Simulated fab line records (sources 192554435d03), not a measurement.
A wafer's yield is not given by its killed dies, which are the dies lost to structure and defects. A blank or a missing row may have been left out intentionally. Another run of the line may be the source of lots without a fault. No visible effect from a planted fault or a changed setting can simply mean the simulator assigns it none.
Matching of chambers ; flow n5-finfet ; rie-diel-02 running N5_BEOL_M4_ETCH_70: 4 sister chambers
The step etches SOC in N2/H2, target depth 80 nm, overetch 24 nm, time 130 s. 16 wafers are shown with their chamber, then 8 later ones without.

EACH WAFER AND ITS CHAMBER
wafer;chamber;showerhead-plenum-p-Torr (Torr);drypump-motor-current-A (A);throttle-valve-pct (%)
L078.1;1;2.58;5.6;17.48
L078.2;2;2.69;5.8;17.75
L078.4;0;2.61;5.8;17.54
L081.2;1;2.58;5.6;17.48
L081.3;2;2.69;5.8;17.74
L081.5;3;2.46;4.7;17.75
L084.1;0;2.60;5.8;17.57
L084.2;3;2.45;4.8;17.77
L084.4;2;2.69;5.8;17.75
L085.2;0;2.60;5.8;17.58
L085.5;2;2.69;5.7;17.74
L085.6;3;2.45;4.7;17.78
L088.3;0;2.60;5.8;17.58
L088.5;0;2.60;5.8;17.58
L088.6;1;2.57;5.6;17.51
L089.4;0;2.59;5.8;17.60

SIGNATURES (means of the wafers above)
reading;chamber 0;chamber 1;chamber 2;chamber 3;scatter within a chamber
showerhead-plenum-p-Torr;2.6000;2.5767;2.6900;2.4533;0.00527
drypump-motor-current-A;5.800;5.600;5.775;4.733;0.0344
throttle-valve-pct;17.5750;17.4900;17.7450;17.7667;0.0161
Rule: a wafer lies at a distance from a chamber equal to the root of the sum of squares, over the readings, of (its reading less the chamber's mean, divided by the reading's scatter). The wafer belongs to the nearest chamber; if the next one is less than 2 further off, it can't be placed. How the scatter is found: for the shown wafers, subtract from each reading the mean of its chamber, square and add these, divide the total by (wafers less chambers), then take the root.

WAFERS MISSING THEIR CHAMBER
wafer;showerhead-plenum-p-Torr (Torr);drypump-motor-current-A (A);throttle-valve-pct (%)
L089.5;2.68;5.8;17.76
L089.6;2.57;5.6;17.51
L092.1;2.44;4.7;17.83
L092.3;2.44;4.7;17.81
L092.6;2.59;5.8;17.60
L096.1;2.56;5.6;17.54
L096.2;2.58;5.8;17.64
L096.6;2.58;5.9;17.66

WHICH CHAMBER EACH WENT THROUGH
wafer;from the rows above;in truth
L089.5;2;2
L089.6;1;1
L092.1;3;3
L092.3;3;3
L092.6;0;0
L096.1;1;1
L096.2;0;0
L096.6;0;0
Correct placement for 8 of the 8. Not placeable from these rows: 0. 0 placed wrongly.
